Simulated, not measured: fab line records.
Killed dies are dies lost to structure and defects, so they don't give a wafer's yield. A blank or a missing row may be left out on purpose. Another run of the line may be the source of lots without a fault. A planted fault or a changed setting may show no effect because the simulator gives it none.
fab line records	flow nandHarc
[record] lots = 7	wafers = 21	lastDay = 28
route steps=1302 shown A_DECK1_JOINT@539 A_ONON_D2@545 END@1302
lots with no fault: from the same line, run without faults
startH: hours from the record's first day to the start of the lot's first wafer shown	waitH: hours since the lot's step before	" the same as in the row above	L1.1+2: several wafers, shown together as one row	- no value, or no start was given	* or withheld: withheld	< > ~ a bound
route shown NAME@n: names a module that has steps shown in the file, with the first one's number in the route	usual: mean/standard deviation of fault-free wafers	same: alike in all rows	chamber/n: place in a boat	sites: each site's reading	_std_site: how widely they spread, as a standard deviation	_edge_site: outer sites' mean less inner sites'	radiusMm: for every site, how far away it sits from the centre of the wafer	mask NAME#n: copy n	behind: the most recent tool/chamber to have shaped the wafer	hold: why the lot was held/for how many hours/how that ended	device: the transistor (n, p or np) that didn't switch	end of line: tests of these same wafers at the route's end	a step without rows: its recipe alone	killed: not the wafer's yield, but the dies lost to structure and defects at the first sort	map: a wafer's dies, marking killed ones x, the rest . and places with no die _
set.NAME: the run value of the setting; set.NAME@STEP: its run value at that earlier step	model.NAME: the simulator's own value behind a step, which no gauge read
lots seen at some steps along the route; tables by step, rows by wafer
services: when a tool's chamber went out of use (startH, in hours from the record's first day, below 0 if earlier), for how many hours, and the reason
[[steps]]
[step NHARC_A_DECK1_JOINT_CMP_02]
[recipe] material = SiOx
[usual] motorCurrentA = 11.7/1.1
lot.wafer	tool	chamber	startH	waitH	motorCurrentA
L508.4	cmp-02	1	253.45	0.4	10.2
L508.1	"	2	"	"	12.2
L508.2	"	0	"	"	13.3
L510.1	cmp-03	3	308.47	0.4	11.9
L510.2	"	1	"	"	11.7
L510.6	"	0	"	"	11.4
L516.4	cmp-03	1	344.49	0.4	11.2
L516.3	"	2	"	"	12.7
L516.5	"	1	"	"	11.6
L518.2	cmp-02	3	356.93	0.4	10.9
L518.4	"	0	"	"	12.7
L518.5	"	1	"	"	9.8
L520.4	cmp-03	0	376.08	0.4	11.2
L520.6	"	0	"	"	11.0
L520.5	"	1	"	"	11.0
L519.4	cmp-01	3	376.10	0.4	13.3
L519.1	"	0	"	"	11.1
L519.5	"	2	"	"	11.1
L521.3	cmp-01	3	388.62	0.4	13.9
L521.1	"	0	"	"	10.9
L521.6	"	3	"	"	13.7
[step NHARC_A_DECK1_JOINT_SRD_15]
[step NHARC_A_DECK1_JOINT_DEP_16]
[recipe] targetThkA = 450	tempC = 400	pressureTorr = 6.5	rfW = 900	teosFlowSccm = 161.4	flowSccm = 2650	targetThkNm = 45	gas = O2	material = SiO2
[usual] heaterPowerW = 555/60	throttleValvePct = 15.6/0.39
lot.wafer	tool	chamber	startH	waitH	heaterPowerW	throttleValvePct
L508.2	pecvd-03	1	253.84	0.1	544	16.0
L508.1	"	2	"	"	599	15.6
L508.4	"	2	"	"	602	15.3
L510.1	pecvd-01	1	308.86	0.1	557	15.1
L510.2	"	2	"	"	493	16.0
L510.6	"	1	"	"	570	15.0
L516.3	pecvd-02	2	344.94	0.1	570	15.3
L516.5	"	1	"	"	555	15.7
L516.4	"	2	"	"	587	15.4
L518.2	pecvd-01	1	357.45	0.3	563	15.2
L518.5	"	1	"	"	558	15.2
L518.4	"	0	"	"	657	15.3
L519.1	pecvd-02	2	376.52	0.1	665	15.5
L519.5	"	1	"	"	561	16.1
L519.4	"	2	"	"	648	15.6
L520.5	pecvd-03	0	376.56	0.2	598	14.8
L520.6	"	1	"	"	589	15.7
L520.4	"	2	"	"	497	15.3
L521.1	pecvd-01	1	389.01	0.1	473	15.1
L521.3	"	2	"	"	511	16.0
L521.6	"	1	"	"	473	15.5
[step NHARC_A_DECK1_JOINT_THK_MEAS_17]
[recipe] thkMeasGauge = ellipsometry
[usual] thkNm = 44.8/1.2
lot.wafer	tool	chamber	startH	waitH	thkNm
L508.1	filmMetro-02	-	254.12	0.2	43.7
L508.2	"	-	"	"	45.6
L508.4	"	-	"	"	44.1
L510.1	filmMetro-01	-	309.23	0.3	43.9
L510.2	"	-	"	"	43.6
L510.6	"	-	"	"	45.2
L516.3	filmMetro-02	-	345.16	0.2	46.2
L516.4	"	-	"	"	45.6
L516.5	"	-	"	"	45.0
L518.2	filmMetro-01	-	357.73	0.3	42.2
L518.4	"	-	"	"	46.1
L518.5	"	-	"	"	45.1
L519.1	filmMetro-01	-	376.75	0.2	44.4
L519.4	"	-	"	"	45.6
L519.5	"	-	"	"	44.1
L520.4	filmMetro-02	-	376.76	0.1	43.6
L520.5	"	-	"	"	43.0
L520.6	"	-	"	"	45.1
L521.1	filmMetro-02	-	389.26	0.2	42.8
L521.3	"	-	"	"	44.1
L521.6	"	-	"	"	45.7
[step NHARC_A_DECK1_JOINT_INSPECT_05]
[usual] rawDefectCount = 312/100
lot.wafer	tool	chamber	startH	waitH	rawDefectCount
L508.1	defectInspect-01	-	254.15	0.0	294
L508.2	"	-	"	"	302
L508.4	"	-	"	"	287
L510.1	defectInspect-01	-	309.27	0.0	224
L510.2	"	-	"	"	230
L510.6	"	-	"	"	318
L516.3	defectInspect-02	-	345.19	0.0	515
L516.4	"	-	"	"	354
L516.5	"	-	"	"	281
L518.2	defectInspect-02	-	357.77	0.0	224
L518.4	"	-	"	"	219
L518.5	"	-	"	"	338
L519.1	defectInspect-02	-	376.78	0.0	204
L519.4	"	-	"	"	197
L519.5	"	-	"	"	197
L520.4	defectInspect-02	-	376.79	0.0	358
L520.5	"	-	"	"	339
L520.6	"	-	"	"	401
L521.1	defectInspect-02	-	389.30	0.0	407
L521.3	"	-	"	"	204
L521.6	"	-	"	"	310
[step NHARC_A_ONON_D2_DEP_00]
[recipe] targetThkA = 10000	n2FlowSccm = 2750	n2oFlowSccm = 2000	nh3FlowSccm = 500	sih4FlowSccm = 210	tempC = 400
[step NHARC_A_ONON_D2_THK_MEAS_02]
[recipe] thkMeasGauge = ellipsometry
[usual] thkNm = 997/11
lot.wafer	tool	chamber	startH	waitH	thkNm
L508.1	filmMetro-02	-	254.73	-	984
L508.2	"	-	"	"	983
L508.4	"	-	"	"	984
L510.1	filmMetro-01	-	309.84	-	999
L510.2	"	-	"	"	996
L510.6	"	-	"	"	997
L516.3	filmMetro-02	-	345.78	-	996
L516.4	"	-	"	"	995
L516.5	"	-	"	"	995
L518.2	filmMetro-01	-	358.35	-	1012
L518.4	"	-	"	"	1012
L518.5	"	-	"	"	1010
L519.1	filmMetro-01	-	377.36	-	987
L519.4	"	-	"	"	988
L519.5	"	-	"	"	987
L520.4	filmMetro-02	-	377.37	-	1002
L520.5	"	-	"	"	1002
L520.6	"	-	"	"	1002
L521.1	filmMetro-02	-	389.90	-	975
L521.3	"	-	"	"	974
L521.6	"	-	"	"	974
[step NHARC_A_ONON_D2_DEP_03]
[recipe] targetThkA = 10000	n2FlowSccm = 2750	n2oFlowSccm = 2000	nh3FlowSccm = 500	sih4FlowSccm = 210	tempC = 400
[step NHARC_A_ONON_D2_THK_MEAS_05]
[recipe] thkMeasGauge = ellipsometry
[usual] thkNm = 997/9.9
lot.wafer	tool	chamber	startH	waitH	thkNm
L508.1	filmMetro-02	-	255.30	-	982
L508.2	"	-	"	"	982
L508.4	"	-	"	"	982
L510.1	filmMetro-02	-	310.41	-	983
L510.2	"	-	"	"	983
L510.6	"	-	"	"	984
L516.3	filmMetro-01	-	346.35	-	987
L516.4	"	-	"	"	985
L516.5	"	-	"	"	987
L518.2	filmMetro-01	-	358.91	-	991
L518.4	"	-	"	"	993
L518.5	"	-	"	"	992
L519.1	filmMetro-01	-	377.93	-	987
L519.4	"	-	"	"	988
L519.5	"	-	"	"	988
L520.4	filmMetro-02	-	377.94	-	991
L520.5	"	-	"	"	992
L520.6	"	-	"	"	991
L521.1	filmMetro-01	-	390.47	-	1000
L521.3	"	-	"	"	1003
L521.6	"	-	"	"	1003
[step NHARC_A_ONON_D2_DEP_06]
[recipe] targetThkA = 10000	n2FlowSccm = 2750	n2oFlowSccm = 2000	nh3FlowSccm = 500	sih4FlowSccm = 210	tempC = 400
[step NHARC_A_ONON_D2_THK_MEAS_08]
[recipe] thkMeasGauge = ellipsometry
[usual] thkNm = 999/12
lot.wafer	tool	chamber	startH	waitH	thkNm
L508.1	filmMetro-01	-	255.86	-	968
L508.2	"	-	"	"	968
L508.4	"	-	"	"	967
L510.1	filmMetro-02	-	310.98	-	999
L510.2	"	-	"	"	995
L510.6	"	-	"	"	999
L516.3	filmMetro-02	-	346.91	-	987
L516.4	"	-	"	"	988
L516.5	"	-	"	"	987
L518.2	filmMetro-01	-	359.48	-	1007
L518.4	"	-	"	"	1006
L518.5	"	-	"	"	1005
L519.1	filmMetro-01	-	378.49	-	1010
L519.4	"	-	"	"	1013
L519.5	"	-	"	"	1012
L520.4	filmMetro-02	-	378.50	-	1001
L520.5	"	-	"	"	1004
L520.6	"	-	"	"	1002
L521.1	filmMetro-02	-	391.04	-	1014
L521.3	"	-	"	"	1015
L521.6	"	-	"	"	1016
[step NHARC_A_ONON_D2_DEP_09]
[recipe] targetThkA = 10000	n2FlowSccm = 2750	n2oFlowSccm = 2000	nh3FlowSccm = 500	sih4FlowSccm = 210	tempC = 400
[usual] sih4FlowSccm = 210.0/0.65
lot.wafer	tool	chamber	startH	waitH	sih4FlowSccm
L508.1	pecvdOnon-04	0	255.92	0.1	209.6
L508.2	"	0	"	"	209.2
L508.4	"	0	"	"	209.3
L510.1	pecvdOnon-03	0	311.04	0.1	210.1
L510.2	"	0	"	"	210.2
L510.6	"	0	"	"	209.7
L516.3	pecvdOnon-04	0	347.08	0.2	209.7
L516.4	"	0	"	"	209.9
L516.5	"	0	"	"	209.6
L518.2	pecvdOnon-04	0	359.59	0.1	210.4
L518.4	"	0	"	"	210.4
L518.5	"	0	"	"	210.0
L519.1	pecvdOnon-04	0	378.55	0.1	210.1
L519.4	"	0	"	"	211.3
L519.5	"	0	"	"	210.8
L520.4	pecvdOnon-02	0	378.73	0.2	209.7
L520.5	"	0	"	"	209.4
L520.6	"	0	"	"	210.4
L521.1	pecvdOnon-02	0	391.09	0.1	210.1
L521.3	"	0	"	"	210.6
L521.6	"	0	"	"	210.2
[step NHARC_A_ONON_D2_THK_MEAS_11]
[recipe] thkMeasGauge = ellipsometry
[usual] thkNm = 994/12
lot.wafer	tool	chamber	startH	waitH	thkNm
L508.1	filmMetro-01	-	256.43	-	986
L508.2	"	-	"	"	985
L508.4	"	-	"	"	987
L510.1	filmMetro-02	-	311.55	-	974
L510.2	"	-	"	"	974
L510.6	"	-	"	"	972
L516.3	filmMetro-01	-	347.48	-	1526
L516.4	"	-	"	"	1526
L516.5	"	-	"	"	1526
L518.2	filmMetro-01	-	360.04	-	1485
L518.4	"	-	"	"	1488
L518.5	"	-	"	"	1487
L519.1	filmMetro-01	-	379.06	-	1515
L519.4	"	-	"	"	1514
L519.5	"	-	"	"	1514
L520.4	filmMetro-02	-	379.07	-	1007
L520.5	"	-	"	"	1006
L520.6	"	-	"	"	1006
L521.1	filmMetro-01	-	391.60	-	994
L521.3	"	-	"	"	995
L521.6	"	-	"	"	994
[step NHARC_A_ONON_D2_DEP_12]
[recipe] targetThkA = 10000	n2FlowSccm = 2750	n2oFlowSccm = 2000	nh3FlowSccm = 500	sih4FlowSccm = 210	tempC = 400
[step NHARC_END_SORT_01]
[recipe] tempC = 25
[usual] killedAtArray = 62/18	killedAtOther = 0.9/1.2	killedAtPeriphery = 4.2/2.9	killedDies = 67/17	killedOpen = 3.6/1.9	killedShort = 2.5/1.6
[same] grossDies = 677
lot.wafer	tool	chamber	startH	waitH	killedAtArray	killedAtOther	killedAtPeriphery	killedDies	killedOpen	killedShort
L516.3	prober-02	0	639.22	3.1	674	1	2	677	4	3
L516.4	prober-02	0	640.03	3.4	676	1	0	677	1	2
L516.5	prober-02	0	640.83	3.7	672	3	2	677	6	6
L518.2	prober-01	0	648.35	2.8	674	1	2	677	7	2
L518.4	prober-01	0	649.96	3.4	674	1	2	677	4	2
L518.5	prober-01	0	650.77	3.7	676	0	1	677	1	1
// killed by level:class
L516.3 A_ONON_D2:areaDep=625 A_CHANNEL_HOLE_D1:chamberFilmFlake=25 A_CHANNEL_HOLE_D2:chamberFilmFlake=14 A_CHANNEL_FILL_D1:geometricParticle:open=2 A_WL_FILL:chamberFilmFlake=2 P_CONTACT:geometricParticle:open=1 A_CHANNEL_FILL_D1:geometricParticle:short=1 A_DECK1_JOINT:geometricParticle:short=1
L516.4 A_ONON_D2:areaDep=615 A_CHANNEL_HOLE_D1:chamberFilmFlake=36 A_CHANNEL_HOLE_D2:chamberFilmFlake=13 A_SLIT:chamberFilmFlake=4 A_WL_FILL:chamberFilmFlake=2 A_SGD_CUT:geometricParticle:short=1 A_WL_FILL:geometricParticle:short=1 A_WL_FILL:geometricParticle:open=1
L516.5 A_ONON_D2:areaDep=603 A_CHANNEL_HOLE_D1:chamberFilmFlake=33 A_CHANNEL_HOLE_D2:chamberFilmFlake=18 A_STAIRCASE:chamberFilmFlake=3 THIN_TSV:chamberFilmFlake=3 A_CHANNEL_FILL_D1:geometricParticle:open=2 A_CHANNEL_FILL_D1:geometricParticle:short=2 A_CONTACT:chamberFilmFlake=2
L518.2 A_ONON_D2:areaDep=612 A_SLIT:chamberFilmFlake=34 A_CHANNEL_HOLE_D2:chamberFilmFlake=11 A_SGD_CUT:chamberFilmFlake=4 A_CHANNEL_HOLE_D1:geometricParticle:open=2 A_CONTACT:chamberFilmFlake=2 P_GATE:geometricParticle:open=1 P_CONTACT:geometricParticle:open=1
L518.4 A_ONON_D2:areaDep=612 A_SLIT:chamberFilmFlake=24 A_CHANNEL_HOLE_D2:chamberFilmFlake=11 A_CHANNEL_HOLE_D1:chamberFilmFlake=9 A_CONTACT:chamberFilmFlake=6 A_SGD_CUT:chamberFilmFlake=5 P_CONTACT:geometricParticle:open=1 A_SOURCE_PLATE:geometricParticle:open=1
L518.5 A_ONON_D2:areaDep=613 A_SLIT:chamberFilmFlake=23 A_CHANNEL_HOLE_D2:chamberFilmFlake=11 A_CONTACT:chamberFilmFlake=9 A_CHANNEL_HOLE_D1:chamberFilmFlake=6 A_SGD_CUT:chamberFilmFlake=6 A_STAIRCASE:chamberFilmFlake=2 A_WL_FILL:chamberFilmFlake=2
// map L516.3 (x killed, . not)
____________x____________
_________xxxxxxx_________
_______xxxxxxxxxxx_______
______xxxxxxxxxxxxx______
_____xxxxxxxxxxxxxxx_____
____xxxxxxxxxxxxxxxxx____
____xxxxxxxxxxxxxxxxx____
___xxxxxxxxxxxxxxxxxxx___
___xxxxxxxxxxxxxxxxxxx___
__xxxxxxxxxxxxxxxxxxxxx__
__xxxxxxxxxxxxxxxxxxxxx__
_xxxxxxxxxxxxxxxxxxxxxxx_
_xxxxxxxxxxxxxxxxxxxxxxx_
_xxxxxxxxxxxxxxxxxxxxxxx_
_xxxxxxxxxxxxxxxxxxxxxxx_
_xxxxxxxxxxxxxxxxxxxxxxx_
xxxxxxxxxxxxxxxxxxxxxxxxx
xxxxxxxxxxxxxxxxxxxxxxxxx
xxxxxxxxxxxxxxxxxxxxxxxxx
xxxxxxxxxxxxxxxxxxxxxxxxx
xxxxxxxxxxxxxxxxxxxxxxxxx
_xxxxxxxxxxxxxxxxxxxxxxx_
_xxxxxxxxxxxxxxxxxxxxxxx_
_xxxxxxxxxxxxxxxxxxxxxxx_
_xxxxxxxxxxxxxxxxxxxxxxx_
_xxxxxxxxxxxxxxxxxxxxxxx_
__xxxxxxxxxxxxxxxxxxxxx__
__xxxxxxxxxxxxxxxxxxxxx__
___xxxxxxxxxxxxxxxxxxx___
___xxxxxxxxxxxxxxxxxxx___
____xxxxxxxxxxxxxxxxx____
____xxxxxxxxxxxxxxxxx____
_____xxxxxxxxxxxxxxx_____
______xxxxxxxxxxxxx______
_______xxxxxxxxxxx_______
_________xxxxxxx_________
____________x____________
// map L518.2 (x killed, . not)
____________x____________
_________xxxxxxx_________
_______xxxxxxxxxxx_______
______xxxxxxxxxxxxx______
_____xxxxxxxxxxxxxxx_____
____xxxxxxxxxxxxxxxxx____
____xxxxxxxxxxxxxxxxx____
___xxxxxxxxxxxxxxxxxxx___
___xxxxxxxxxxxxxxxxxxx___
__xxxxxxxxxxxxxxxxxxxxx__
__xxxxxxxxxxxxxxxxxxxxx__
_xxxxxxxxxxxxxxxxxxxxxxx_
_xxxxxxxxxxxxxxxxxxxxxxx_
_xxxxxxxxxxxxxxxxxxxxxxx_
_xxxxxxxxxxxxxxxxxxxxxxx_
_xxxxxxxxxxxxxxxxxxxxxxx_
xxxxxxxxxxxxxxxxxxxxxxxxx
xxxxxxxxxxxxxxxxxxxxxxxxx
xxxxxxxxxxxxxxxxxxxxxxxxx
xxxxxxxxxxxxxxxxxxxxxxxxx
xxxxxxxxxxxxxxxxxxxxxxxxx
_xxxxxxxxxxxxxxxxxxxxxxx_
_xxxxxxxxxxxxxxxxxxxxxxx_
_xxxxxxxxxxxxxxxxxxxxxxx_
_xxxxxxxxxxxxxxxxxxxxxxx_
_xxxxxxxxxxxxxxxxxxxxxxx_
__xxxxxxxxxxxxxxxxxxxxx__
__xxxxxxxxxxxxxxxxxxxxx__
___xxxxxxxxxxxxxxxxxxx___
___xxxxxxxxxxxxxxxxxxx___
____xxxxxxxxxxxxxxxxx____
____xxxxxxxxxxxxxxxxx____
_____xxxxxxxxxxxxxxx_____
______xxxxxxxxxxxxx______
_______xxxxxxxxxxx_______
_________xxxxxxx_________
____________x____________
[[services]]
tool	chamber	startH	hours	kind
cmp-03	-	236.14	4.0	pm
cmp-03	-	240.14	-	consumableReplace:conditioner
cmp-03	-	240.14	-	consumableReplace:pad
pecvd-01	2	250.12	6.0	repair
pecvd-01	-	254.87	1.4	repair
cmp-01	-	259.50	4.0	pm
cmp-02	-	263.66	2.1	repair
cmp-03	-	276.59	0.9	repair
pecvdOnon-04	-	287.19	13.0	pm
pecvd-01	-	287.26	13.0	pm
pecvd-01	0	287.26	13.7	ventCycle
pecvd-01	1	287.26	13.7	ventCycle
pecvd-01	0	306.40	10.8	repair
cmp-02	-	306.58	4.0	pm
pecvd-01	-	320.91	0.9	repair
cmp-03	-	334.14	4.0	pm
pecvd-01	-	334.89	3.2	repair
cmp-01	-	341.52	3.5	repair
pecvdOnon-02	-	342.00	13.0	pm
pecvd-03	-	346.85	13.0	pm
cmp-01	-	357.50	4.0	pm
cmp-03	-	365.41	0.4	repair
pecvdOnon-03	-	384.00	13.0	pm
pecvd-02	-	384.66	13.0	pm
[[key]]
[firstSign] step = NHARC_A_ONON_D2_THK_MEAS_11	reading = thkNm	direction = up	sigmas = 44	usual = 994	struck = 1509
[effect] step = NHARC_END_SORT_01	reading = killedDies	direction = up	sigmas = 35	usual = 67	struck = 677
[moreKillsBornAt] NHARC_A_ONON_D2_DEP_09@pecvdOnon-04 = 3680
metAt NHARC_A_ONON_D2_DEP_09
struckWafers L516.3,L516.4,L516.5,L518.2,L518.4,L518.5,L519.1,L519.4,L519.5
rowsEnd L519.1,L519.4,L519.5
laterRowsLeftOut L516.3,L516.4,L516.5,L518.2,L518.4,L518.5
testerLeftOut L516,L518
onsetBetween 255.92 347.08
[fault] kind = processParameterDrift	tool = pecvdOnon-04	chamber = -	onsetH = 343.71	steps = NHARC_A_ONON_D2_DEP_09	channel = targetThkA	offset = *	shape = step	actsIn = *	stated = *
// testerLeftOut: of these lots the tester's yield and bins aren't shown, on N5 and GAA mostly nor the transistor test; their killed dies are dies lost to structure and defects alone, not to doping, threshold or leakage, so they don't give the yield
// laterRowsLeftOut: the simulator's readings of these wafers behind a module that went badly wrong aren't trusted and aren't shown, but for the sort
// rowsEnd: these wafers met a further fault down the route, and their rows from its step on are left out
